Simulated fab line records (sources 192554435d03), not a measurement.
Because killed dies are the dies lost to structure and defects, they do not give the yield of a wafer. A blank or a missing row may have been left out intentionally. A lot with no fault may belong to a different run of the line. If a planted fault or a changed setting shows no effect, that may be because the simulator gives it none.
A struck lot beside a sound one | flow n5-finfet | 25 steps out of a route of 1938
Sound: these wafers, L310.2, L310.4, L310.6. The struck wafers were L308.2, L308.3, L308.6. Last of all comes the cause.
Each step with rows lists, per side, the tool, then ch with its chambers, then its first start. Under that, the readings that differ: sound wafers | struck wafers | difference of the means | sigmas: that difference in standard deviations of wafers without a fault.
alike: a reading whose means differ by less than 2 such deviations, as well as words and numbers matching on both sides. not compared: withheld readings; readings where some wafer has no value; bounds like >300 that might hide an equal value; numbers whose values overlap and for which the record gives no deviation.
A row with sigmas, a row that says differs or no value, or rows on one side alone: a step with any of these is where the two part. Non-overlapping numbers with no deviation appear without sigmas and do not part them. A reading missing from all wafers of one side parts the sides only when that side holds two or more wafers.

N5_BEOL_M0_TRENCH_ETCH_107: etches SiOC in C4F6/O2, target depth 32.8 nm, time 16.4 s.
  sound on rie-diel-02 ch 0,1,2, day 10 04:31; struck on rie-diel-02 ch 0,3, day 9 16:52
  alike: drypump-motor-current-A, oes_f_703_au, oes-product-au, rf-vpp-V, showerhead-plenum-p-Torr, throttle-valve-pct
  not compared: rf-hours-counter-h
then, 1 step without rows for these wafers: N5_BEOL_M0_STRIP_142 (strips in N2/H2, time 10 s).
N5_BEOL_M0_OCD_MEAS_108:
  struck on ocd-01, day 9 16:58; sound on ocd-02, day 10 04:37
  alike: trench-depth-nm
then, 6 steps without rows for these wafers: N5_BEOL_M0_HM_STRIP_129 (strips TiN in peroxide tin strip, target depth 17 nm, time 108 s); N5_BEOL_M0_SRD_130 (time 30 s); N5_BEOL_M0_ETCH_109 (etches SiCN in CH3F/O2, target depth 8 nm, overetch 2.4 nm, time 27.4 s); N5_BEOL_M0_STRIP_139 (strips in post etch residue remover, time 60 s); N5_BEOL_M0_SRD_111 (time 30 s); N5_BEOL_M0_DEGAS_112 (time 60 s).
N5_BEOL_M0_PRE_CLEAN_113: time 30 s.
  struck on pvd-sputter-02, day 9 17:59; sound on pvd-sputter-02, day 10 05:32
  alike: heater-power-w
N5_BEOL_M0_ALD_136: deposits TaN, pulse time 2 s, purge time 3 s, co reactant purge time 2 s.
  sound on ald-metal-04 ch 0,2,3, day 10 05:35; struck on ald-metal-03 ch 0,2,3, day 9 18:03
  alike: heater-power-w
N5_BEOL_M0_SURFACE_TREAT_137:
  struck on pvd-sputter-01, day 9 18:19; sound on pvd-sputter-02, day 10 06:04
  not compared: throttle-valve-pct
N5_BEOL_M0_CVD_115: deposits Co from CCTBA/H2, time 120 s.
  sound on cvd-co-02 ch 0,1, day 10 06:08; struck on cvd-co-02 ch 0,1,2, day 9 18:26
  no value came back on the struck wafers for chamber-pressure-Torr (Torr), run-length-s (s), time-s (s); on the sound wafers chamber-pressure-Torr (Torr) reads 29.95 30.09 29.96
then, 3 steps without rows for these wafers: N5_BEOL_M0_SPUTTER_116 (material Cu, target thk 4 nm, time 7.37 s); N5_BEOL_M0_ANNEAL_117 (time 60 s); N5_BEOL_M0_SPUTTER_132 (material Cu, target thk 4 nm, time 7.37 s).
N5_BEOL_M0_ANNEAL_133: time 60 s.
  struck on pvd-sputter-01, day 9 18:49; sound on pvd-sputter-02, day 10 06:29
  alike: heater-power-w
then, 5 steps without rows for these wafers: N5_BEOL_M0_SPUTTER_134 (material Cu, target thk 4 nm, time 7.37 s); N5_BEOL_M0_ANNEAL_135 (time 60 s); N5_BEOL_M0_SPUTTER_141 (material Cu, target thk 4 nm, time 7.37 s); N5_BEOL_M0_ECD_118 (material Cu, target thk 300 nm); N5_BEOL_M0_ANNEAL_119 (time 90 s).
N5_BEOL_M0_CMP_120: polishes, stops on SiOC, t overpolish 6.9 s.
  sound on cmp-02 ch 0,3, day 10 07:12; struck on cmp-01 ch 0,2,3, day 9 20:16
  reading                      | sound          | struck         | difference | sigmas
  barrier-field-endpoint-s (s) | 3.53 3.63 3.78 | 1.87 1.90 1.82 | -1.78      | -19
  alike: head-pressure-psi, motor-current-A, retaining-ring-pressure-frac
N5_BEOL_M4_RC_MEAS_101:
  the record has rows for the sound wafers here (prober-02 ch 0, day 13 14:23) and none for the struck ones
-- record jumps: 8 days separate the struck wafers' starts on either side; left off in module BEOL_M4, taken up again in module PASSIVATION, whose first shown step is the route's number 1936 --
N5_PASSIVATION_PROBE_49:
  the record has rows for the struck wafers here (prober-01, day 17 11:28) and none for the sound ones

## WHERE THEY PART
At N5_BEOL_M0_CVD_115 first; at N5_PASSIVATION_PROBE_49 last (within this record only).

WHY: the cause the simulator had injected
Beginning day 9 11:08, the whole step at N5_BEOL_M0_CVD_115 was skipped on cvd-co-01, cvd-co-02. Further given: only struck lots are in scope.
